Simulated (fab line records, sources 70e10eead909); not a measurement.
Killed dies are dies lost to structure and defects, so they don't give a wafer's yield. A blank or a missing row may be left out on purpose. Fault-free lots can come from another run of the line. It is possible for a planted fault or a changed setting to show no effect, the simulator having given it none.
Problem report, 8D (eight disciplines) form, completed by code	flow nand-harc	the parts of the form that need people (team, actions taken, sign-off) are left out

== 1. THE PROBLEM ==
thk-nm at NHARC_A_ONON_D2_THK_MEAS_14 reads a mean of 1591 nm on 6 wafers of 2 lots; wafers without a fault read 1000 nm with a standard deviation of 9.5. Measured from the usual mean, that is +62 standard deviations.
The step: measures by ellipsometry.
Earliest sighting: wafer L747.1 on film-metro-02 at day 18 12:19. The record holds 36 wafers of 12 lots with a number at this step. Rule for "out" (also "out of limits"): further than 4 standard deviations from the usual mean. All remaining wafers that have a number are taken as sound.

== 2. WHAT IT IS AND WHAT IT IS NOT ==
question	is	is not
which readings at this step	thk-nm	-
which lots	L747, L748	L735, L736, L737, L738, L739, L741, L752, L754, L756, L757
which wafers of those lots	all that have a number	-
read on which gauges	film-metro-02	film-metro-01
when	from day 18 12:19	up to then (18 sound wafers); but 12 sound wafers of L752, L754, L756, L757 came after

== 3. SUSPECTS, AND WHAT RULES EACH OUT ==
Counting: any tool at a process step up to the reading is kept as a suspect provided that every lot that is out went through it and no sound lot did after the first of them.
- ruled out: the gauge at NHARC_A_ONON_D2_THK_MEAS_14. All the wafers that are out were read on film-metro-02, but those of them that NHARC_END_SORT_01 has rows for are out there too, on other tools.
- pecvd-onon-04 at NHARC_A_ONON_D2_DEP_12 (target thk 1000 nm): ruled out as a lasting fault. Following L747 (day 18 11:48), the first lot on it that is out, the sound lots L756 were run on it.
Left after counting: nothing in the record.

== 4. THE CAUSE (what the simulator had put in) ==
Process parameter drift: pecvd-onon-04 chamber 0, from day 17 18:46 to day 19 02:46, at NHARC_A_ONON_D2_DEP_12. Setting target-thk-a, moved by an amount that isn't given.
It was ruled out by counting, in error; the rule expects a fault to strike all lots run on its tool from its start on, and this fault did not.

== 5. THE CHAIN OF EFFECTS, in route order ==
One row per reading whose mean, taken over the struck wafers that have a number, lies over 3 standard deviations from the usual. Only readings whose record carries a usual standard deviation are examined. hours: median over the lots of the time between each lot's start at the first step of this table that gives one and its start at this step. sigmas: the change, counted in usual standard deviations.
hours	step	reading	usual	on struck wafers	change	sigmas
0	NHARC_A_ONON_D2_THK_MEAS_14	thk-nm	1000 nm	1591	+591	+62
284	NHARC_END_SORT_01	killed-at-array	61	672	+611	+27
284	NHARC_END_SORT_01	killed-dies	66	677	+611	+28

== 6. WHAT WOULD HAVE CAUGHT IT SOONER ==
18 hours passed between the start of the fault at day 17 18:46 and the first reading out of limits at a measuring or inspecting step in this record, taken at day 18 12:19.
No tool reading at NHARC_A_ONON_D2_DEP_12 that has a usual standard deviation in the record was out on any struck wafer, so an alarm limit of 4 standard deviations on those readings would not have fired.
